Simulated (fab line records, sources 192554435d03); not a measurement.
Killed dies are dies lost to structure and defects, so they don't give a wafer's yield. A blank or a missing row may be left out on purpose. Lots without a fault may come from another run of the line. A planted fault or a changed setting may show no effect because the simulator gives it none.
A struck lot beside a sound one | flow n5_finfet | 36 steps out of a route of 1938
Sound: wafers L768.3, L768.4, L768.5. Struck: wafer L769.4. (L769.5, L769.6 of the same lot were not struck and are left out.) The cause comes at the end.
At each step with rows: each side's tool, then ch and its chambers, then its first start. Under that, the readings that differ: sound wafers | struck wafers | difference of the means | sigmas: that difference in standard deviations of wafers without a fault.
alike: readings whose means differ by less than 2 such deviations, and words and numbers that are the same on both sides. not compared: withheld readings, readings that some wafer has no value for, bounds like >300 that may hide the same value, and numbers for which the record gives no deviation and whose values overlap.
The two part at a step that has a row with sigmas, a row that says differs or no value, or rows on one side only. Numbers that don't overlap but have no deviation are shown without sigmas and don't part them. A reading that every wafer of one side lacks parts them only if that side has two wafers or more.

first, 9 steps without rows for these wafers: N5_BEOL_M4_ANNEAL_95 (time 240 s); N5_BEOL_M4_SPUTTER_96 (material Cu, target thk 4.5 nm, time 8.29 s); N5_BEOL_M4_ECD_50 (material Cu, target thk 300 nm); N5_BEOL_M4_ANNEAL_51 (time 90 s); N5_BEOL_M4_CMP_52 (polishes, stops on SiOC, t overpolish 6.8 s, target thk 40 nm); N5_BEOL_M4_PRE_CLEAN_60 (time 15 s); N5_BEOL_M4_CO_CAP_55 (material Co, precursor CCTBA/H2, target thk 2 nm, time 102.1 s); N5_BEOL_M4_PRE_CLEAN_56 (time 15 s); N5_BEOL_M4_DEP_57 (deposits SiCN from 3MS/NH3, target thk 8 nm, time 14 s).
N5_BEOL_M4_RC_MEAS_101:
  sound on prober-02 ch 0, day 10 17:17; struck on prober-02 ch 0, day 10 20:22
  reading       | sound       | struck | difference | sigmas
  ION_P (uA/um) | 467 460 467 | 477    | +12        | +2
  alike: DIBL_N, DIBL_P, IOFF_N, IOFF_P, ION_N, SS_N, SS_P, VT_N, VT_P
then, 24 steps without rows for these wafers: N5_BEOL_M5_ILD_DEP_00 (deposits SiCOH lowk from DEMS/porogen, target thk 140.64 nm, time 25.9 s); N5_BEOL_M5_CURE_79 (cures SiCOH lowk, time 240 s); N5_BEOL_M5_PECVD_70 (deposits SiO2 from TEOS/O2, target thk 16 nm, time 18 s); N5_BEOL_M5_HM_DEP_02 (deposits TiN, target thk 20 nm); N5_BEOL_M5_COAT_59 (time 60 s, resist thk 60 nm); N5_BEOL_M5_COAT_60 (time 60 s, resist thk 12 nm); N5_BEOL_M5_COAT_71 (time 60 s, resist thk 5 nm); N5_BEOL_M5_COAT_05 (resist thk 30 nm); N5_BEOL_M5_EBR_07; N5_BEOL_M5_SOFTBAKE_06 (time 60 s); N5_BEOL_M5_EXPOSE_08 (exposes mask M5, target cd 28 nm); N5_BEOL_M5_PEB_09 (peb time 60 s); N5_BEOL_M5_DEVELOP_10 (develop time 30 s); N5_BEOL_M5_DESCUM_16 (chemistry O2, time 7 s); N5_BEOL_M5_ETCH_72 (etches underlayer in N2/H2, target depth 6.5 nm, time 5.2 s); N5_BEOL_M5_ETCH_61 (etches SiARC in CF4, target depth 15.6 nm, time 26 s); N5_BEOL_M5_ETCH_62 (etches SOC in N2/H2, target depth 75 nm, overetch 15 nm, time 112.5 s); N5_BEOL_M5_STRIP_63 (strips in N2/H2); N5_BEOL_M5_STRIP_73 (strips in N2/H2); N5_BEOL_M5_STRIP_64 (strips in CF4); N5_BEOL_M5_HM_OPEN_17 (chemistry Cl2/BCl3, target TiN, target depth 20 nm, overetch 6 nm); N5_BEOL_M5_STRIP_19 (strips in O2); N5_BEOL_M5_COAT_65 (time 60 s, resist thk 60 nm); N5_BEOL_M5_COAT_66 (time 60 s, resist thk 12 nm).
-- the record jumps here: 4 days lie between the struck wafers' starts before and after (it left off in module BEOL_M5 and takes up again in module PASSIVATION, whose first step shown is number 1915 of the route) --
N5_PASSIVATION_PECVD_53: deposits SiO2 from TEOS/O2, target thk 800 nm, time 169.4 s.
  sound on pecvd-02 ch 0,1,2, day 14 23:41; struck on pecvd-02 ch 2, day 15 06:01
  reading                                        | sound             | struck | difference | sigmas
  run_length_s (s)                               | 196.6 197.1 197.2 | 209.5  | +12.5      | +21
  model.SiO2_of_PASSIVATION_PECVD_53.thk_nm (nm) | 794.8 801.2 803.4 | 872.8  | +73.0      |
  not compared: since_wet_clean_h
N5_PASSIVATION_PROBE_49:
  sound on prober-02, day 15 03:37; struck on prober-02, day 15 10:07
  reading                  | sound | struck | difference | sigmas
  defect_limited_yield (%) | 87.7  | 69.7   | -18.0      | -13
  killed_at_other          | 5     | 258    | +253       | +90
  killed_dies              | 145   | 358    | +213       | +13
  killed_short             | 59    | 36     | -23        | -3
  sort_bin_5_function (%)  | 5.7   | 26.9   | +21.2      | +24
  sort_bin_6_memory (%)    | 6.0   | 3.2    | -2.8       | -4
  sort_n_pass              | 1035  | 822    | -213       | -13
  sort_yield_pct (%)       | 87.7  | 69.7   | -18.0      | -13
  alike: killed_at_M0_to_M3, killed_at_M4_up, killed_at_contacts, killed_at_front_end, killed_open

WHERE THEY PART
First at N5_BEOL_M4_RC_MEAS_101; last, within this record, at N5_PASSIVATION_PROBE_49.

WHY: what the simulator had put in
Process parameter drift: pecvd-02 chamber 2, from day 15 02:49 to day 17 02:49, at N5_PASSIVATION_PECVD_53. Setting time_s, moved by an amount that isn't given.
